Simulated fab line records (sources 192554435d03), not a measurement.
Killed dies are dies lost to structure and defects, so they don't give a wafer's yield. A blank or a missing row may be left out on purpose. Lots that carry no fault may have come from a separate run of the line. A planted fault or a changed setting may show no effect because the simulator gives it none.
Split-lot trial :: flow n5-finfet :: route with 1938 steps; 7 lots, 39 wafers read

SPLIT DETAILS
At N5_MOL_CONTACT_COAG_ALD_27 (deposits SiOC, target thk 17 nm, pulse time 1.5 s, time 2720 s), the setting ald-cycles was moved away from the recipe's 340 on 15 of the 39 wafers read, by -15.3% to +14.4%. For the rest of the wafers, this setting stayed at what the recipe calls for.

Reading taken at the split's own step.

THE READING
SiOC_of_MOL_CONTACT_COAG_ALD_27.thk-nm (the simulator's own value, which no gauge read), in nm, at N5_MOL_CONTACT_COAG_ALD_27 (deposits SiOC, target thk 17 nm, pulse time 1.5 s, time 2720 s). The file gives no usual value for it.

wafer: L076.1
tool, chamber at the split: ald-sin-02, 3
ald-cycles as run: 288
against the recipe: -15.3%
SiOC_of_MOL_CONTACT_COAG_ALD_27.thk-nm, nm: 14.6
against lot-mates on the recipe: -2.4

wafer: L076.2
tool, chamber at the split: ald-sin-02, 1,0,1
ald-cycles as run: 340
against the recipe: recipe
SiOC_of_MOL_CONTACT_COAG_ALD_27.thk-nm, nm: 17
against lot-mates on the recipe: -

wafer: L076.5
tool, chamber at the split: ald-sin-02, 1,0,1
ald-cycles as run: 340
against the recipe: recipe
SiOC_of_MOL_CONTACT_COAG_ALD_27.thk-nm, nm: 17
against lot-mates on the recipe: -

wafer: L076.6
tool, chamber at the split: ald-sin-02, 1,0,1
ald-cycles as run: 340
against the recipe: recipe
SiOC_of_MOL_CONTACT_COAG_ALD_27.thk-nm, nm: 17
against lot-mates on the recipe: -

wafer: L076.3
tool, chamber at the split: ald-sin-02, 0,2
ald-cycles as run: 288
against the recipe: -15.3%
SiOC_of_MOL_CONTACT_COAG_ALD_27.thk-nm, nm: 14.4
against lot-mates on the recipe: -2.6

wafer: L076.4
tool, chamber at the split: ald-sin-02, 0,2
ald-cycles as run: 288
against the recipe: -15.3%
SiOC_of_MOL_CONTACT_COAG_ALD_27.thk-nm, nm: 14.4
against lot-mates on the recipe: -2.6

wafer: L082.1
tool, chamber at the split: ald-sin-01, 2,3,0
ald-cycles as run: 340
against the recipe: recipe
SiOC_of_MOL_CONTACT_COAG_ALD_27.thk-nm, nm: 17
against lot-mates on the recipe: -

wafer: L082.2
tool, chamber at the split: ald-sin-01, 2,3,0
ald-cycles as run: 340
against the recipe: recipe
SiOC_of_MOL_CONTACT_COAG_ALD_27.thk-nm, nm: 17
against lot-mates on the recipe: -

wafer: L082.4
tool, chamber at the split: ald-sin-01, 2,3,0
ald-cycles as run: 340
against the recipe: recipe
SiOC_of_MOL_CONTACT_COAG_ALD_27.thk-nm, nm: 17
against lot-mates on the recipe: -

wafer: L082.3
tool, chamber at the split: ald-sin-01, 1,2,1
ald-cycles as run: 378
against the recipe: +11.2%
SiOC_of_MOL_CONTACT_COAG_ALD_27.thk-nm, nm: 18.8
against lot-mates on the recipe: +1.8

wafer: L082.5
tool, chamber at the split: ald-sin-01, 1,2,1
ald-cycles as run: 378
against the recipe: +11.2%
SiOC_of_MOL_CONTACT_COAG_ALD_27.thk-nm, nm: 18.8
against lot-mates on the recipe: +1.8

wafer: L082.6
tool, chamber at the split: ald-sin-01, 1,2,1
ald-cycles as run: 378
against the recipe: +11.2%
SiOC_of_MOL_CONTACT_COAG_ALD_27.thk-nm, nm: 18.8
against lot-mates on the recipe: +1.8

wafer: L084.1
tool, chamber at the split: ald-sin-02, 0,2,2
ald-cycles as run: 297
against the recipe: -12.6%
SiOC_of_MOL_CONTACT_COAG_ALD_27.thk-nm, nm: 14.8
against lot-mates on the recipe: -2.2

wafer: L084.3
tool, chamber at the split: ald-sin-02, 0,2,2
ald-cycles as run: 297
against the recipe: -12.6%
SiOC_of_MOL_CONTACT_COAG_ALD_27.thk-nm, nm: 14.8
against lot-mates on the recipe: -2.2

wafer: L084.6
tool, chamber at the split: ald-sin-02, 0,2,2
ald-cycles as run: 297
against the recipe: -12.6%
SiOC_of_MOL_CONTACT_COAG_ALD_27.thk-nm, nm: 14.8
against lot-mates on the recipe: -2.2

wafer: L084.2
tool, chamber at the split: ald-sin-02, 1,3,1
ald-cycles as run: 340
against the recipe: recipe
SiOC_of_MOL_CONTACT_COAG_ALD_27.thk-nm, nm: 17
against lot-mates on the recipe: -

wafer: L084.4
tool, chamber at the split: ald-sin-02, 1,3,1
ald-cycles as run: 340
against the recipe: recipe
SiOC_of_MOL_CONTACT_COAG_ALD_27.thk-nm, nm: 17
against lot-mates on the recipe: -

wafer: L084.5
tool, chamber at the split: ald-sin-02, 1,3,1
ald-cycles as run: 340
against the recipe: recipe
SiOC_of_MOL_CONTACT_COAG_ALD_27.thk-nm, nm: 17
against lot-mates on the recipe: -

wafer: L086.1
tool, chamber at the split: ald-sin-01, 3,2,1,0,0,3
ald-cycles as run: 340
against the recipe: recipe
SiOC_of_MOL_CONTACT_COAG_ALD_27.thk-nm, nm: 17
against lot-mates on the recipe: -

wafer: L086.2
tool, chamber at the split: ald-sin-01, 3,2,1,0,0,3
ald-cycles as run: 340
against the recipe: recipe
SiOC_of_MOL_CONTACT_COAG_ALD_27.thk-nm, nm: 17
against lot-mates on the recipe: -

wafer: L086.3
tool, chamber at the split: ald-sin-01, 3,2,1,0,0,3
ald-cycles as run: 340
against the recipe: recipe
SiOC_of_MOL_CONTACT_COAG_ALD_27.thk-nm, nm: 17
against lot-mates on the recipe: -

wafer: L086.4
tool, chamber at the split: ald-sin-01, 3,2,1,0,0,3
ald-cycles as run: 340
against the recipe: recipe
SiOC_of_MOL_CONTACT_COAG_ALD_27.thk-nm, nm: 17
against lot-mates on the recipe: -

wafer: L086.5
tool, chamber at the split: ald-sin-01, 3,2,1,0,0,3
ald-cycles as run: 340
against the recipe: recipe
SiOC_of_MOL_CONTACT_COAG_ALD_27.thk-nm, nm: 17
against lot-mates on the recipe: -

wafer: L086.6
tool, chamber at the split: ald-sin-01, 3,2,1,0,0,3
ald-cycles as run: 340
against the recipe: recipe
SiOC_of_MOL_CONTACT_COAG_ALD_27.thk-nm, nm: 17
against lot-mates on the recipe: -

wafer: L092.1
tool, chamber at the split: ald-sin-01, 0,3,3
ald-cycles as run: 340
against the recipe: recipe
SiOC_of_MOL_CONTACT_COAG_ALD_27.thk-nm, nm: 17
against lot-mates on the recipe: -

wafer: L092.2
tool, chamber at the split: ald-sin-01, 0,3,3
ald-cycles as run: 340
against the recipe: recipe
SiOC_of_MOL_CONTACT_COAG_ALD_27.thk-nm, nm: 17
against lot-mates on the recipe: -

wafer: L092.5
tool, chamber at the split: ald-sin-01, 0,3,3
ald-cycles as run: 340
against the recipe: recipe
SiOC_of_MOL_CONTACT_COAG_ALD_27.thk-nm, nm: 17
against lot-mates on the recipe: -

wafer: L092.3
tool, chamber at the split: ald-sin-01, 2,1
ald-cycles as run: 389
against the recipe: +14.4%
SiOC_of_MOL_CONTACT_COAG_ALD_27.thk-nm, nm: 19.4
against lot-mates on the recipe: +2.4

wafer: L092.4
tool, chamber at the split: ald-sin-01, 2,1
ald-cycles as run: 389
against the recipe: +14.4%
SiOC_of_MOL_CONTACT_COAG_ALD_27.thk-nm, nm: 19.4
against lot-mates on the recipe: +2.4

wafer: L092.6
tool, chamber at the split: ald-sin-01, 0
ald-cycles as run: 389
against the recipe: +14.4%
SiOC_of_MOL_CONTACT_COAG_ALD_27.thk-nm, nm: 19.6
against lot-mates on the recipe: +2.6

wafer: L093.1
tool, chamber at the split: ald-sin-03, 1,0,3
ald-cycles as run: 340
against the recipe: recipe
SiOC_of_MOL_CONTACT_COAG_ALD_27.thk-nm, nm: 17
against lot-mates on the recipe: -

wafer: L093.3
tool, chamber at the split: ald-sin-03, 1,0,3
ald-cycles as run: 340
against the recipe: recipe
SiOC_of_MOL_CONTACT_COAG_ALD_27.thk-nm, nm: 17
against lot-mates on the recipe: -

wafer: L093.4
tool, chamber at the split: ald-sin-03, 1,0,3
ald-cycles as run: 340
against the recipe: recipe
SiOC_of_MOL_CONTACT_COAG_ALD_27.thk-nm, nm: 17
against lot-mates on the recipe: -

wafer: L096.1
tool, chamber at the split: ald-sin-01, 3,0,3
ald-cycles as run: 340
against the recipe: recipe
SiOC_of_MOL_CONTACT_COAG_ALD_27.thk-nm, nm: 17
against lot-mates on the recipe: -

wafer: L096.3
tool, chamber at the split: ald-sin-01, 3,0,3
ald-cycles as run: 340
against the recipe: recipe
SiOC_of_MOL_CONTACT_COAG_ALD_27.thk-nm, nm: 17
against lot-mates on the recipe: -

wafer: L096.6
tool, chamber at the split: ald-sin-01, 3,0,3
ald-cycles as run: 340
against the recipe: recipe
SiOC_of_MOL_CONTACT_COAG_ALD_27.thk-nm, nm: 17
against lot-mates on the recipe: -

wafer: L096.2
tool, chamber at the split: ald-sin-01, 1
ald-cycles as run: 368
against the recipe: +8.2%
SiOC_of_MOL_CONTACT_COAG_ALD_27.thk-nm, nm: 18.2
against lot-mates on the recipe: +1.2

wafer: L096.4
tool, chamber at the split: ald-sin-01, 2,0
ald-cycles as run: 368
against the recipe: +8.2%
SiOC_of_MOL_CONTACT_COAG_ALD_27.thk-nm, nm: 18.4
against lot-mates on the recipe: +1.4

wafer: L096.5
tool, chamber at the split: ald-sin-01, 2,0
ald-cycles as run: 368
against the recipe: +8.2%
SiOC_of_MOL_CONTACT_COAG_ALD_27.thk-nm, nm: 18.4
against lot-mates on the recipe: +1.4
Rows listing several chambers each stand for several wafers; the file does not say which wafer went through which chamber.

FIT RESULTS
A straight line over all 39 wafers: SiOC_of_MOL_CONTACT_COAG_ALD_27.thk-nm changes by +0.168 nm for each +1% of ald-cycles; r = +1.00; the points scatter about the line by 0.059 nm.
The same after taking each lot's own level away (the mean of its wafers on the recipe; 39 wafers): +0.168 nm for each +1%; r = +1.00; scatter 0.059 nm.
Per that fit: largest ald-cycles move, reading shift of 2.6 nm.
The lots' own levels span 17.00 to 17.00 nm.
Hence the lot-to-lot level has little effect on the slope; both slopes agree.
Check: for one of the wafers moved furthest among these (-15.3%), held out of the fit, the line's prediction against its lot-mates is -2.6 nm. It came out at -2.4 nm against them.

THESE WAFERS: OTHER SPLITS
Before the reading, these wafers also passed through other splits. Each is held against what the fit with the lots' levels taken away leaves over:
other split on the same wafers: N5_DUMMY_GATE_EXPOSE_12 dose-mj
wafers away from the commonest value: 18
r with SiOC_of_MOL_CONTACT_COAG_ALD_27.thk-nm (lot level and that fit taken away): +0.04

other split on the same wafers: N5_DUMMY_GATE_ETCH_37 source-w
wafers away from the commonest value: 15
r with SiOC_of_MOL_CONTACT_COAG_ALD_27.thk-nm (lot level and that fit taken away): -0.15

other split on the same wafers: N5_DUMMY_GATE_ETCH_31 target-depth-a
wafers away from the commonest value: 15
r with SiOC_of_MOL_CONTACT_COAG_ALD_27.thk-nm (lot level and that fit taken away): -0.27

other split on the same wafers: N5_DUMMY_GATE_ETCH_32 time-s
wafers away from the commonest value: 15
r with SiOC_of_MOL_CONTACT_COAG_ALD_27.thk-nm (lot level and that fit taken away): +0.05

other split on the same wafers: N5_SD_EPI_N_ETCH_35 source-w
wafers away from the commonest value: 12
r with SiOC_of_MOL_CONTACT_COAG_ALD_27.thk-nm (lot level and that fit taken away): +0.21

FILE'S OWN FIT
SiOC_of_MOL_CONTACT_COAG_ALD_27.thk-nm changes by +0.168 nm for each +1% of ald-cycles, r = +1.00.
